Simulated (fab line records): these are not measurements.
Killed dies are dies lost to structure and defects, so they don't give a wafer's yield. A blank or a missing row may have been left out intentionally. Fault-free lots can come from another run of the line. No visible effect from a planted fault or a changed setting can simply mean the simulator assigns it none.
Comparing a struck lot with a sound one -- flow nandHarc -- 15 steps out of a route of 1302
Sound: these wafers, L688.3, L688.4, L688.6. Wafers L673.1, L673.2, L673.5 were the ones struck. The cause is given at the end.
Order at every step that has rows: each side's tool, ch and its chambers, its first start. Under that, the readings that differ: sound wafers -- struck wafers -- difference of the means -- sigmas: that difference in standard deviations of wafers without a fault.
alike: readings with means less than 2 such deviations apart, plus words and numbers identical on both sides. not compared: withheld readings, readings lacking a value on some wafer, bounds such as >300 that could conceal the same value, and numbers that have no deviation in the record and whose values overlap.
A row with sigmas, a row that says differs or no value, or rows on one side alone: a step with any of these is where the two part. Numbers that have no deviation but don't overlap get no sigmas and don't part them. Lack of a reading on every wafer of one side parts them only where that side has two or more wafers.

first, 4 steps without rows for these wafers: NHARC_HYBRID_BOND_PRECLEAN_01 (cleans in DIW, time 300 s); NHARC_HYBRID_BOND_SRD_02 (time 30 s, dry time 20 s); NHARC_HYBRID_BOND_BOND_03; NHARC_HYBRID_BOND_ANNEAL_04 (time 7200 s).
NHARC_HYBRID_BOND_OVL_MEAS_05:
  sound on overlay-01, day 33 00:10; struck on overlay-01, day 26 04:24
  alike: overlayXNm, overlayYNm
NHARC_HYBRID_BOND_INSPECT_06: inspects for defects (ir void).
  sound on defectInspect-02, day 33 00:13; struck on defectInspect-01, day 26 04:27
  alike: rawDefectCount
NHARC_THIN_TSV_GRIND_00:
  sound on grinder-01 ch 0, day 33 00:46; struck on grinder-01 ch 0, day 26 04:37
  alike: motorCurrentA
NHARC_THIN_TSV_CMP_01: polishes.
  sound on cmp-02 ch 0,1,2, day 33 01:37; struck on cmp-01 ch 1,2, day 26 05:51
  alike: motorCurrentA
  not compared: padLifeWafers
NHARC_THIN_TSV_THK_MEAS_02: measures by ir.
  sound on filmMetro-01, day 33 01:52; struck on filmMetro-01, day 26 06:07
  alike: thkNm
then, 3 steps without rows for these wafers: NHARC_THIN_TSV_SRD_03; NHARC_THIN_TSV_PRECLEAN_41 (cleans in SC1); NHARC_THIN_TSV_SRD_42.
NHARC_THIN_TSV_DEP_43: deposits SiO2, target thk 1328.5 nm.
  sound on pecvd-04 ch 0,1, day 33 02:13; struck on pecvd-02 ch 1,2, day 26 06:31
  no value came back on the struck wafers for chamberPressureTorr (Torr), flowSccm (sccm), throttleValvePct (%); on the sound wafers chamberPressureTorr (Torr) reads 6.513 6.479 6.491
then, 1 step without rows for these wafers: NHARC_THIN_TSV_DEHYDRATE_04 (time 120 s).
NHARC_END_SORT_01:
  sound on prober-02 ch 0, day 33 23:17; struck on prober-02 ch 0, day 26 22:14
reading,sound,struck,difference,sigmas
defectLimitedYield (%),96.3 92.9 92.0,0 0 0,-94,-39
killedAtOther,0 0 0,607 619 601,+609,+99 or more
killedDies,25 48 54,677 677 677,+635,+40
killedOpen,2 2 2,11 3 8,+5,+3
sort_bin_2_pct (%),1.0 1.9 2.5,94.4 95.0 93.6,+92.5,+77
sortNPass,652 629 623,0 0 0,-635,-40
sortRimYieldPct (%),92 89 90,0 0 0,-90,-21
sortYieldPct (%),96.3 92.9 92.0,0 0 0,-94,-39
  alike: killedAtArray, killedAtPeriphery, killedShort, sort_bin_3_pct, sort_bin_4_pct

## WHERE THEY PART
Last at NHARC_END_SORT_01 as far as this record goes, first at NHARC_THIN_TSV_DEP_43.

WHY: the cause the simulator had injected
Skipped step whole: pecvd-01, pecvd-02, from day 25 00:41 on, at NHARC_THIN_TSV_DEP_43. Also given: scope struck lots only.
